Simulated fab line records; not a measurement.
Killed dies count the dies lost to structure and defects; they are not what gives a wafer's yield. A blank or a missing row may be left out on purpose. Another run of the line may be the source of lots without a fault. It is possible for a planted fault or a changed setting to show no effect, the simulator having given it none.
2 desks, one fault	flow n5-finfet	only its own numbers are on each desk; what lay behind them is given at the end

== METROLOGY DESK ==
Lot by lot, what the gauges showed, no matter which tool ran the lot: averages of those sampled wafers that carry a number. If a lot's mean is further than 4 standard deviations from the usual mean, the lot is out of limits and carries the mark OUT (the distance appears in the brackets).
Columns: A = TV_OVL at N5_PASSIVATION_OVL_MEAS_60, usual 2 nm
lot	first seen here	A
L125	day 11 20:49	0
L126	day 12 01:41	1
L127	day 12 03:38	1
L128	day 12 11:15	4
L131	day 13 21:34	8
L138	day 14 10:27	2
L135	day 14 16:46	5
L132	day 14 16:48	-5
L139	day 15 20:56	2
L143	day 16 06:07	5
L146	day 17 00:48	3
L145	day 17 00:50	1
L148	day 17 12:18	-2
This desk's finding: nothing out of limits on any of the 13 lots.

== DESK OF THE TOOL OWNER: pvd-sputter-01 ==
The tool's own readings at N5_BEOL_M4_SPUTTER_92 (material Cu, target thk 4.5 nm, time 8.29 s): means of the sampled wafers that have a number, for each lot that ran on this tool. If a lot's mean is further than 4 standard deviations from the usual mean, the lot is out of limits and carries the mark OUT (the distance appears in the brackets).
Columns: A = chuck-gas-flow-sccm at N5_BEOL_M4_SPUTTER_92, usual 1.27 sccm; B = throttle-valve-pct at N5_BEOL_M4_SPUTTER_92, usual 29.7 %
lot	first seen here	A	B
L125	day 7 22:20	1.27	28.8
L127	day 8 06:03	1.29	29.8
L131	day 9 11:14	1.26	29.3
L132	day 10 02:13	1.26	28.8
L138	day 10 12:58	1.27	29.8
L139	day 11 19:49	1.27	30.1
This desk's finding: nothing out of limits on any of the 6 lots.

== ALL TOGETHER ==
From the metrology desk's view, nothing was out of limits.
Nothing out of limits was seen by the tool owner's desk.

== WHAT WAS PUT IN BY THE SIMULATOR ==
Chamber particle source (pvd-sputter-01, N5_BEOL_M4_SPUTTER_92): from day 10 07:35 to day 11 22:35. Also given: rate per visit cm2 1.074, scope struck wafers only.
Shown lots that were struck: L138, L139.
